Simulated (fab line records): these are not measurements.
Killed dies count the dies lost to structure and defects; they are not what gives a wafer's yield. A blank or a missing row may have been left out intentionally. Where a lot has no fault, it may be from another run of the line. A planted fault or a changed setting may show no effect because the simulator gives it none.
fab line records	flow nand_harc
record lots=5	wafers=15	last_day=34
route steps=1302 shown A_BONDPAD@1208 HYBRID_BOND@1237 THIN_TSV@1244 END@1302
lots that met no fault: from a run of the same line without faults
start_h: the number of hours between the record's first day and the start of the first shown wafer of the lot	wait_h: how many hours have passed since the lot's step before this one	" repeats the value in the row above	L1.1+2: one row covering several wafers at once	- value missing, or start not given	* or withheld: withheld	< > ~ a bound
route shown NAME@n: a module of which the file shows steps, and the number in the route of the first	usual: mean and standard deviation over wafers with no fault	same: alike in all rows	chamber/n: place in a boat	sites: per-site readings	_std_site: the standard deviation of these	_edge_site: outer sites' mean less inner sites'	radius_mm: how far each site lies from the wafer's centre	mask NAME#n: copy n	behind: tool/chamber where the wafer was last shaped	hold: what put the lot on hold/how long, in hours/how the hold closed	device: transistor that didn't switch, given as n, p or np	end of line: the same wafers' tests at the end of the route	a step with no rows: only its recipe	killed: the dies lost at the first sort to structure and to defects; this is not the yield of the wafer	map: a wafer's dies, x killed, . not, _ none there
set.NAME: the setting the step ran with; set.NAME@STEP: the setting that earlier step ran with	model.NAME: the simulator's own value behind a step, which no gauge read
a table for each step, a row for each wafer; lots at some steps of the route
services: the hour from which a tool's chamber was out of use, counted from the record's first day as start_h (under 0 if before that day), plus the number of hours and why
## steps
# step NHARC_A_BONDPAD_COAT_33
# recipe temp_c=200	time_s=65
# step NHARC_A_BONDPAD_COAT_03
# recipe spin_rpm=2000	resist_thk_nm=600
# step NHARC_A_BONDPAD_SOFTBAKE_04
# recipe temp_c=125	time_s=70
# step NHARC_A_BONDPAD_EBR_05
# step NHARC_A_BONDPAD_EXPOSE_06
# recipe na=0.55	dose_mj=36.99	mask_id=A_BPAD
# step NHARC_A_BONDPAD_PEB_07
# recipe peb_temp_c=128	peb_time_s=80
# step NHARC_A_BONDPAD_DEVELOP_08
# recipe time_s=50	dev_temp_c=22
# step NHARC_A_BONDPAD_CD_MEAS_09
# recipe target_cd_nm=500	landing_energy_ev=500
# usual cd_nm=499.7/2.5
lot.wafer	tool	chamber	start_h	wait_h	cd_nm
L465.1	cd_sem-02	0	561.59	-	503.2
L465.4	"	0	"	"	498.8
L465.6	"	0	"	"	503.4
L474.1	cd_sem-02	0	654.97	-	496.4
L474.2	"	0	"	"	499.8
L474.4	"	0	"	"	499.7
L478.1	cd_sem-02	0	676.15	-	496.6
L478.2	"	0	"	"	499.0
L478.4	"	0	"	"	501.9
L476.1	cd_sem-02	0	695.30	-	498.3
L476.2	"	0	"	"	503.0
L476.3	"	0	"	"	500.0
L485.2	cd_sem-01	0	785.85	-	501.9
L485.4	"	0	"	"	498.0
L485.6	"	0	"	"	501.4
# step NHARC_A_BONDPAD_OVL_MEAS_35
# usual overlay_x_nm=-2/5.4	overlay_y_nm=2/6
lot.wafer	tool	chamber	start_h	wait_h	overlay_x_nm	overlay_y_nm
L465.1	overlay-01	-	561.68	-	2	4
L465.4	"	-	"	"	1	4
L465.6	"	-	"	"	2	5
L474.1	overlay-02	-	655.06	-	-10	-2
L474.2	"	-	"	"	-10	-2
L474.4	"	-	"	"	-10	-2
L478.1	overlay-01	-	676.24	-	8	-2
L478.2	"	-	"	"	8	-1
L478.4	"	-	"	"	8	-2
L476.1	overlay-02	-	695.39	-	-6	8
L476.2	"	-	"	"	-6	9
L476.3	"	-	"	"	-5	9
L485.2	overlay-02	-	785.94	-	8	-10
L485.4	"	-	"	"	7	-9
L485.6	"	-	"	"	7	-9
# step NHARC_A_BONDPAD_HARDBAKE_10
# recipe temp_c=118	time_s=65
# step NHARC_A_BONDPAD_DESCUM_11
# recipe time_s=3	o2_flow_sccm=200	ar_flow_sccm=0	bias_power_w=0	chemistry=O2
# step NHARC_A_BONDPAD_ETCH_34
# recipe target_depth_a=600	overetch_a=180	time_s=65.91	ion_energy_ev=200	n2_flow_sccm=150	h2_flow_sccm=150	ar_flow_sccm=0	rf_w=400	bias_w=150	chemistry=N2/H2
# usual drypump_motor_current_A=5.7/0.32	oes_product_au=1.005/0.014	rf_fwd_power_W=395.8/1.6	rf_vpp_V=430.4/2.8	showerhead_plenum_p_Torr=2.04/0.092	throttle_valve_pct=14.171/0.0091
lot.wafer	tool	chamber	start_h	wait_h	drypump_motor_current_A	oes_product_au	rf_fwd_power_W	rf_hours_counter_h	rf_vpp_V	showerhead_plenum_p_Torr	throttle_valve_pct
L465.1	rie_diel-12	2	561.91	0.1	5.6	1.006	394.1	4	429.4	1.97	14.167
L465.4	"	2	"	"	5.6	1.005	397.4	-	429.7	1.97	14.159
L465.6	"	3	"	"	5.8	1.002	395.3	-	429.0	2.00	14.173
L474.1	rie_diel-12	2	655.27	0.1	5.6	1.014	396.4	1	429.5	1.97	14.168
L474.4	"	3	"	"	5.8	0.974	395.1	1	429.9	2.00	14.177
L474.2	"	1	"	"	5.7	1.028	395.4	1	426.6	1.90	14.178
L478.2	rie_diel-12	1	676.46	0.1	5.7	1.025	394.6	2	428.6	1.90	14.170
L478.1	"	2	"	"	5.5	1.022	395.3	2	429.7	1.97	14.160
L478.4	"	3	"	"	5.8	0.982	397.2	2	430.0	2.00	14.170
L476.2	rie_diel-12	3	695.60	0.1	5.8	0.975	394.9	2	428.5	2.00	14.169
L476.3	"	1	"	"	5.7	1.027	393.9	2	425.7	1.90	14.179
L476.1	"	2	"	"	5.5	1.018	394.3	2	427.7	1.97	14.180
L485.4	rie_diel-03	3	786.15	0.1	5.0	1.008	398.6	24	432.8	2.13	14.175
L485.2	"	2	"	"	6.3	0.993	397.6	25	431.5	2.05	14.164
L485.6	"	3	"	"	4.9	0.998	397.8	-	432.5	2.13	14.175
# step NHARC_A_BONDPAD_ETCH_12
# recipe target_depth_a=2200	time_s=110	chf3_flow_sccm=50	o2_flow_sccm=10	ar_flow_sccm=200	rf_w=500	bias_w=200	chemistry=CHF3/O2
# usual drypump_motor_current_A=5.7/0.32	oes_product_au=0.943/0.026	rf_fwd_power_W=496.5/1.9	rf_vpp_V=370.5/2.3	showerhead_plenum_p_Torr=2.39/0.1	throttle_valve_pct=20.574/0.0091
lot.wafer	tool	chamber	start_h	wait_h	drypump_motor_current_A	oes_product_au	rf_fwd_power_W	rf_hours_counter_h	rf_vpp_V	showerhead_plenum_p_Torr	throttle_valve_pct
L465.1	rie_diel-12	2	562.01	-	5.6	0.971	499.4	4	367.9	2.33	20.564
L465.4	"	3	"	"	5.8	0.970	496.5	-	368.7	2.36	20.584
L465.6	"	1	"	"	5.6	0.955	494.0	-	367.4	2.25	20.559
L474.1	rie_diel-12	2	655.37	-	5.6	0.973	498.4	1	368.0	2.33	20.570
L474.2	"	3	"	"	5.8	0.953	494.4	1	369.4	2.36	20.571
L474.4	"	0	"	"	5.7	0.992	496.4	1	372.6	2.44	20.581
L478.4	rie_diel-12	3	676.54	-	5.8	0.969	495.9	2	369.8	2.36	20.579
L478.1	"	0	"	"	5.8	0.990	499.3	2	370.8	2.44	20.560
L478.2	"	2	"	"	5.5	0.982	496.7	2	369.2	2.33	20.587
L476.1	rie_diel-12	0	695.70	-	5.7	0.931	497.7	3	372.6	2.44	20.569
L476.3	"	1	"	"	5.7	0.945	497.2	2	367.1	2.25	20.572
L476.2	"	2	"	"	5.6	0.945	497.3	2	370.1	2.33	20.573
L485.4	rie_diel-03	1	786.24	-	5.8	0.915	496.6	27	368.1	2.28	20.580
L485.2	"	0	"	"	5.5	0.924	494.6	24	373.6	2.58	20.563
L485.6	"	2	"	"	6.3	0.922	496.7	-	370.8	2.42	20.581
# step NHARC_A_BONDPAD_CD_MEAS_13
# usual cd_nm=498.6/2.9
lot.wafer	tool	chamber	start_h	wait_h	cd_nm
L465.1	cd_sem-02	-	562.17	-	499.4
L465.4	"	-	"	"	497.4
L465.6	"	-	"	"	501.4
L474.1	cd_sem-01	-	655.50	-	497.2
L474.2	"	-	"	"	496.8
L474.4	"	-	"	"	498.3
L478.1	cd_sem-03	-	676.68	-	495.5
L478.2	"	-	"	"	496.9
L478.4	"	-	"	"	501.4
L476.1	cd_sem-02	-	695.83	-	497.8
L476.2	"	-	"	"	502.9
L476.3	"	-	"	"	498.1
L485.2	cd_sem-03	-	786.38	-	500.6
L485.4	"	-	"	"	498.4
L485.6	"	-	"	"	501.8
# step NHARC_A_BONDPAD_STRIP_15
# recipe o2_flow_sccm=500	ar_flow_sccm=0	bias_w=0	chemistry=O2
# step NHARC_A_BONDPAD_ETCH_24
# recipe target_depth_a=300	over_etch_frac=0.3	time_s=72.99	ion_energy_ev=150	cf4_flow_sccm=50	n2_flow_sccm=100	ar_flow_sccm=150	rf_w=300	bias_w=100	chemistry=CF4/N2
# step NHARC_A_BONDPAD_STRIP_16
# recipe time_s=600	temp_c=30	chemistry=post_etch_residue_remover
# step NHARC_A_BONDPAD_DEGAS_25
# recipe temp_c=300	time_s=60
# step NHARC_A_BONDPAD_PRE_CLEAN_26
# recipe time_s=30	temp_c=280	gas=H2/He
# step NHARC_A_BONDPAD_PVD_17
# recipe target_thk_a=50	bias_v=168.6	power_w=15000	chamber_pressure_pa=0.12	time_s=8.06	substrate_temp_c=50	material=TaN
# usual throttle_valve_pct=30.1/0.98
lot.wafer	tool	chamber	start_h	wait_h	throttle_valve_pct
L465.4	pvd_sputter-02	-	-	-	27.9
L465.1	"	-	"	"	30.7
L465.6	"	-	"	"	30.5
L474.4	pvd_sputter-02	-	-	-	30.3
L474.1	"	-	"	"	28.6
L474.2	"	-	"	"	30.1
L478.4	pvd_sputter-02	-	-	-	30.3
L478.1	"	-	"	"	28.9
L478.2	"	-	"	"	29.9
L476.3	pvd_sputter-02	-	-	-	30.5
L476.1	"	-	"	"	30.4
L476.2	"	-	"	"	29.8
L485.2	pvd_sputter-03	-	-	-	29.5
L485.4	"	-	"	"	29.4
L485.6	"	-	"	"	29.7
# step NHARC_A_BONDPAD_PVD_27
# recipe target_thk_a=300	chamber_pressure_pa=5	power_w=5000	substrate_temp_c=30	time_s=20.49	material=Cu
# step NHARC_A_BONDPAD_ECD_18
# recipe target_thk_a=4000	bath_temp_c=25	material=Cu
# step NHARC_A_BONDPAD_ANNEAL_28
# recipe temp_c=225	time_s=90
# usual wafer_temp_C_max=225.76/0.2
lot.wafer	tool	chamber	start_h	wait_h	wafer_temp_C_max
L465.1	rtp_anneal-02	0	563.54	0.3	225.74
L465.4	"	0	"	"	225.90
L465.6	"	0	"	"	226.04
L474.1	rtp_anneal-01	0	656.86	-	225.92
L474.2	"	0	"	"	226.13
L474.4	"	0	"	"	226.03
L478.1	rtp_anneal-01	0	678.08	-	225.76
L478.2	"	0	"	"	225.81
L478.4	"	0	"	"	225.90
L476.1	rtp_anneal-02	0	697.19	-	225.78
L476.2	"	0	"	"	225.69
L476.3	"	0	"	"	226.13
L485.2	rtp_anneal-01	0	787.84	0.4	225.77
L485.4	"	0	"	"	225.71
L485.6	"	0	"	"	225.66
# step NHARC_A_BONDPAD_CMP_19
# recipe t_overpolish_s=30	cu_recess_touch_s=16	target_thk_nm=169.82
# usual motor_current_A=11.6/1.1	overpolish_run_s=30.000/0.0082
lot.wafer	tool	chamber	start_h	wait_h	motor_current_A	overpolish_run_s
L465.1	cmp-01	2	563.88	-	9.3	29.989
L465.4	"	0	"	"	11.4	30.012
L465.6	"	3	"	"	11.0	30.000
L474.2	cmp-01	1	657.21	-	10.7	30.001
L474.1	"	2	"	"	10.0	29.986
L474.4	"	0	"	"	12.1	30.005
L478.2	cmp-04	0	678.45	-	13.4	30.004
L478.1	"	1	"	"	11.6	30.008
L478.4	"	2	"	"	13.3	30.010
L476.3	cmp-01	1	697.54	-	11.0	29.992
L476.1	"	2	"	"	9.5	29.983
L476.2	"	3	"	"	10.9	29.995
L485.2	cmp-03	0	788.16	-	12.9	29.999
L485.4	"	1	"	"	12.5	29.994
L485.6	"	3	"	"	13.8	29.978
# step NHARC_A_BONDPAD_THK_MEAS_20
# recipe thk_meas_gauge=xrf
# usual thk_nm=169.5/1.6
lot.wafer	tool	chamber	start_h	wait_h	thk_nm
L465.1	film_metro-02	-	564.21	-	170.8
L465.4	"	-	"	"	169.2
L465.6	"	-	"	"	169.4
L474.1	film_metro-01	-	657.53	-	170.2
L474.2	"	-	"	"	168.8
L474.4	"	-	"	"	168.1
L478.1	film_metro-02	-	678.75	-	169.4
L478.2	"	-	"	"	170.9
L478.4	"	-	"	"	169.2
L476.1	film_metro-02	-	697.86	-	170.5
L476.2	"	-	"	"	168.4
L476.3	"	-	"	"	170.8
L485.2	film_metro-02	-	788.46	-	164.5
L485.4	"	-	"	"	167.2
L485.6	"	-	"	"	168.3
# step NHARC_A_BONDPAD_SRD_21
# recipe time_s=30	temp_c=23	dry_time_s=20	spin_rpm=1500
# step NHARC_HYBRID_BOND_ACTIVATE_00
# recipe time_s=60	n2_flow_sccm=200	ar_flow_sccm=0	bias_power_w=0	chemistry=N2
# step NHARC_HYBRID_BOND_PRECLEAN_01
# recipe time_s=300	temp_c=23	chemistry=DIW
# step NHARC_HYBRID_BOND_SRD_02
# recipe time_s=30	temp_c=23	dry_time_s=20	spin_rpm=1500
# step NHARC_HYBRID_BOND_BOND_03
# recipe temp_c=25
# step NHARC_HYBRID_BOND_ANNEAL_04
# recipe temp_c=300	time_s=7200	ramp_up_c_per_min=5	ramp_down_c_per_min=3	idle_temp_c=100	pressure_atm=1
# step NHARC_HYBRID_BOND_OVL_MEAS_05
# usual overlay_x_nm=-2/33	overlay_y_nm=5/33
lot.wafer	tool	chamber	start_h	wait_h	overlay_x_nm	overlay_y_nm
L465.1	overlay-02	-	575.86	0.4	-15	14
L465.4	"	-	"	"	-9	-56
L465.6	"	-	"	"	-3	96
L474.1	overlay-02	-	667.28	0.4	-11	-25
L474.2	"	-	"	"	18	-20
L474.4	"	-	"	"	-82	40
L478.1	overlay-02	-	692.59	0.4	52	34
L478.2	"	-	"	"	-9	-38
L478.4	"	-	"	"	23	11
L476.1	overlay-01	-	711.84	0.4	-15	-32
L476.2	"	-	"	"	-22	25
L476.3	"	-	"	"	-58	-8
L485.2	overlay-01	-	798.16	0.4	22	32
L485.4	"	-	"	"	60	33
L485.6	"	-	"	"	-14	-37
# step NHARC_THIN_TSV_GRIND_00
# recipe target_thk_um=6
# usual motor_current_A=11.999/0.022
lot.wafer	tool	chamber	start_h	wait_h	motor_current_A
L465.1	grinder-01	0	576.06	0.1	11.966
L465.4	"	0	"	"	12.025
L465.6	"	0	"	"	11.991
L474.1	grinder-01	0	667.48	0.1	12.027
L474.2	"	0	"	"	12.009
L474.4	"	0	"	"	12.022
L478.1	grinder-01	0	692.80	0.1	12.014
L478.2	"	0	"	"	11.978
L478.4	"	0	"	"	11.954
L476.1	grinder-01	0	712.04	0.1	12.018
L476.2	"	0	"	"	12.014
L476.3	"	0	"	"	11.986
L485.2	grinder-01	0	798.56	0.3	12.033
L485.4	"	0	"	"	11.973
L485.6	"	0	"	"	11.971
# step NHARC_THIN_TSV_CMP_01
# recipe target_thk_um=3
# step NHARC_THIN_TSV_THK_MEAS_02
# recipe thk_meas_gauge=ir
# usual thk_nm=2976/230
lot.wafer	tool	chamber	start_h	wait_h	thk_nm
L465.1	film_metro-02	-	577.55	-	2649
L465.4	"	-	"	"	2751
L465.6	"	-	"	"	2594
L474.1	film_metro-01	-	669.09	-	2786
L474.2	"	-	"	"	2735
L474.4	"	-	"	"	2910
L478.1	film_metro-01	-	694.29	0.2	2919
L478.2	"	-	"	"	2762
L478.4	"	-	"	"	2847
L476.1	film_metro-02	-	713.54	-	2555
L476.2	"	-	"	"	2883
L476.3	"	-	"	"	2489
L485.2	film_metro-01	-	799.85	0.2	2902
L485.4	"	-	"	"	3249
L485.6	"	-	"	"	3160
# step NHARC_THIN_TSV_SRD_03
# step NHARC_THIN_TSV_PRECLEAN_41
# recipe time_s=*	temp_c=50	bath_age_min=0	chemistry=SC1
# step NHARC_THIN_TSV_SRD_42
# step NHARC_END_SORT_01
# recipe temp_c=25
# usual defect_limited_yield=91.0/2.5	killed_at_array=56/17	killed_at_other=0.9/1.2	killed_at_periphery=3.9/2.5	killed_dies=61/17	killed_open=3.2/1.8	killed_short=2.7/1.7
# same gross_dies=677
lot.wafer	tool	chamber	start_h	wait_h	defect_limited_yield[%]	killed_at_array	killed_at_other	killed_at_periphery	killed_dies	killed_open	killed_short
L465.1	prober-01	0	593.64	2.5	73.3	174	2	5	181	3	3
L465.4	prober-01	0	596.05	3.4	89.4	66	5	1	72	4	5
L465.6	prober-01	0	597.65	4.0	89.4	64	3	5	72	2	5
L474.1	prober-02	0	685.12	2.5	91.4	55	0	3	58	2	0
L474.2	prober-02	0	685.91	2.8	89.5	65	1	5	71	7	1
L474.4	prober-02	0	687.51	3.4	91.9	46	0	9	55	1	3
L478.1	prober-01	0	710.65	2.5	95.6	27	0	3	30	2	1
L478.2	prober-01	0	711.43	2.8	94.8	32	0	3	35	4	3
L478.4	prober-01	0	712.99	3.4	96.5	21	1	2	24	0	1
L476.1	prober-01	0	739.19	2.5	87.3	83	0	3	86	2	2
L476.2	prober-01	0	739.99	2.8	89.1	69	2	3	74	3	6
L476.3	prober-01	0	740.80	3.1	90.7	57	1	5	63	2	4
# killed by level:class
L465.1 A_BONDPAD:unspecified=103 A_CHANNEL_HOLE_D1:chamber_film_flake=40 A_SLIT:chamber_film_flake=16 A_CONTACT:chamber_film_flake=4 P_GATE:chamber_film_flake=3 A_CHANNEL_HOLE_D2:chamber_film_flake=3 A_BLC:chamber_film_flake=3 THIN_TSV:chamber_film_flake=2
L465.4 A_CHANNEL_HOLE_D1:chamber_film_flake=31 A_SLIT:chamber_film_flake=12 A_CHANNEL_HOLE_D2:chamber_film_flake=5 THIN_TSV:chamber_film_flake=5 A_STAIRCASE:chamber_film_flake=3 A_BLC:chamber_film_flake=3 A_CONTACT:chamber_film_flake=2 P_M1:geometric_particle:short=1
L465.6 A_CHANNEL_HOLE_D1:chamber_film_flake=35 A_SLIT:chamber_film_flake=9 A_CONTACT:chamber_film_flake=6 A_CHANNEL_HOLE_D2:chamber_film_flake=5 P_GATE:chamber_film_flake=4 A_STAIRCASE:chamber_film_flake=3 THIN_TSV:chamber_film_flake=3 P_CONTACT:geometric_particle:short=1
L474.1 A_CHANNEL_HOLE_D1:chamber_film_flake=30 A_CONTACT:chamber_film_flake=10 A_SGD_CUT:chamber_film_flake=8 A_SLIT:chamber_film_flake=3 P_GATE:chamber_film_flake=2 P_M0:geometric_particle:open=1 A_CHANNEL_FILL_D1:geometric_particle:open=1 A_ZERO_WELL:chamber_film_flake=1
L474.2 A_CHANNEL_HOLE_D1:chamber_film_flake=39 A_SGD_CUT:chamber_film_flake=7 A_SLIT:chamber_film_flake=5 P_GATE:chamber_film_flake=3 A_CONTACT:chamber_film_flake=3 A_CHANNEL_FILL_D2:geometric_particle:open=2 A_ZERO_WELL:chamber_film_flake=2 P_M0:geometric_particle:open=1
L474.4 A_CHANNEL_HOLE_D1:chamber_film_flake=29 A_CONTACT:chamber_film_flake=7 P_GATE:chamber_film_flake=5 A_SGD_CUT:chamber_film_flake=4 A_SGD_CUT:geometric_particle:short=2 P_STI:chamber_film_flake=2 A_SLIT:chamber_film_flake=2 P_M0:geometric_particle:open=1
L478.1 A_CHANNEL_HOLE_D1:chamber_film_flake=8 A_CONTACT:chamber_film_flake=6 A_STAIRCASE:chamber_film_flake=4 P_STI:chamber_film_flake=3 A_SLIT:chamber_film_flake=3 A_CHANNEL_FILL_D1:geometric_particle:short=1 A_SLIT:geometric_particle:open=1 A_M0:geometric_particle:open=1
L478.2 A_CHANNEL_HOLE_D1:chamber_film_flake=13 A_STAIRCASE:chamber_film_flake=4 A_SLIT:chamber_film_flake=3 A_CONTACT:chamber_film_flake=3 A_CHANNEL_HOLE_D1:geometric_particle:open=2 P_STI:chamber_film_flake=2 A_CHANNEL_FILL_D2:chamber_film_flake=2 P_STI:geometric_particle:open=1
L478.4 A_CHANNEL_HOLE_D1:chamber_film_flake=8 A_CONTACT:chamber_film_flake=5 A_SLIT:chamber_film_flake=4 A_M1:chamber_film_flake=2 A_WL_FILL:geometric_particle:short=1 P_ZERO_WELL:chamber_film_flake=1 P_STI:chamber_film_flake=1 A_WL_FILL:chamber_film_flake=1
L476.1 A_SLIT:chamber_film_flake=35 A_CHANNEL_HOLE_D1:chamber_film_flake=31 A_CONTACT:chamber_film_flake=5 P_GATE:chamber_film_flake=3 A_STAIRCASE:chamber_film_flake=3 A_CHANNEL_FILL_D1:geometric_particle:open=2 A_ZERO_WELL:chamber_film_flake=2 A_CHANNEL_FILL_D1:geometric_particle:short=1
L476.2 A_CHANNEL_HOLE_D1:chamber_film_flake=32 A_SLIT:chamber_film_flake=17 A_CONTACT:chamber_film_flake=7 A_WL_FILL:chamber_film_flake=5 P_M0:geometric_particle:open=2 A_WL_FILL:geometric_particle:short=2 THIN_TSV:chamber_film_flake=2 P_CONTACT:geometric_particle:short=1
L476.3 A_CHANNEL_HOLE_D1:chamber_film_flake=28 A_SLIT:chamber_film_flake=18 A_WL_FILL:chamber_film_flake=3 P_M0:geometric_particle:short=2 P_GATE:chamber_film_flake=2 A_CONTACT:chamber_film_flake=2 A_M0:chamber_film_flake=2 P_M2:geometric_particle:open=1
# map L465.1 (x killed, . not)
____________.____________
_________..x...._________
_______........x.._______
______.............______
_____x.............._____
____xx..x...x........____
____xxx..........x...____
___..xx...............___
___.xxxxxx............___
__x.xxxx...............__
__...xxxx.......x......__
_.xxxxxx................_
_...xx..x........x......_
_...xxxxx....x.........._
_................x......_
_............x.x.x.x...._
....x........x.......xx..
.......x......x.x.x......
.............xxxxxxx..x..
............x.xxxxx.....x
...x..........xxxxxxx....
_.....x......xxxxxxx...._
_............xxxxxxxxx.._
_............xxxxxxxx..._
_..........xxxxxxxxxxx.._
_..........xxxxxxxxxx..._
__..........xxxxxxxxx..__
__...........xxxxxxxxx.__
___..........xxxxxxxx.___
___..........xxxxxxx..___
____x....x...xxxxxxx.____
____.........xxxxxxx.____
_____x..........xx.._____
______............x______
_______..........._______
_________.....x._________
____________.____________
# map L476.1 (x killed, . not)
____________.____________
_________......._________
_______x.xx......._______
______xx...........______
_____..xx.x..x.x.x.x_____
____.xxxxx..x........____
____.xx.xxx..........____
___..x.xxxx..x........___
___...x.xxx...x.......___
__.....x.x.............__
__....x...x.x..........__
_x......x...x....x......_
_.......x........x.....x_
_................x......_
_.................x....._
_.............xx.x......_
.......x......xxx....x...
..............xxxxx......
................xx.x.....
..............xxx.x......
x.....x......x.xxxx......
_.............xxxx......_
_.............xx.x......_
_.............xx........_
_......................._
_......................._
__..........x..........__
__.....................__
___...................___
___...................___
____.................____
____.................____
_____..............._____
______.............______
_______.......x..._______
_________......._________
____________.____________
## services
tool	chamber	start_h	hours	kind
grinder-01	-	545.80	1.1	repair
cmp-01	-	548.10	4.5	repair
rie_diel-12	0	553.32	9.2	repair
cmp-01	-	557.33	1.6	repair
rie_diel-12	2	572.40	10.1	repair
grinder-01	-	573.92	0.7	repair
cmp-01	-	578.29	4.0	pm
rie_diel-12	-	601.09	12.4	repair
cmp-01	-	618.08	0.9	repair
rie_diel-12	-	622.40	9.0	pm
grinder-01	-	625.11	1.0	repair
grinder-01	-	631.93	0.9	repair
rie_diel-03	-	635.30	9.0	pm
cmp-01	-	637.50	0.6	repair
pvd_sputter-02	-	638.00	10.0	pm
grinder-01	-	659.82	0.2	repair
rie_diel-03	3	662.92	3.0	repair
cmp-01	-	676.29	4.0	pm
cmp-01	-	681.40	1.2	repair
grinder-01	-	737.36	8.0	pm
cmp-01	-	755.99	1.3	repair
cmp-01	-	774.29	4.0	pm
pvd_sputter-02	-	780.06	3.6	repair
rie_diel-12	1	782.36	17.3	repair
## key
first_sign step=NHARC_END_SORT_01	reading=defect_limited_yield	direction=down	sigmas=7	usual=91.0	struck=73.3
effect step=NHARC_END_SORT_01	reading=killed_dies	direction=up	sigmas=7	usual=61	struck=181
more_kills_born_at NHARC_A_BONDPAD_ETCH_12@rie_diel-12=103
met_at NHARC_A_BONDPAD_ETCH_12
struck_wafers L465.1
fault kind=chamber_particle_source	tool=rie_diel-12	chamber=2	onset_h=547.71	steps=NHARC_A_BONDPAD_ETCH_12	rate_per_visit_cm2=1.9901	end_h=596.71
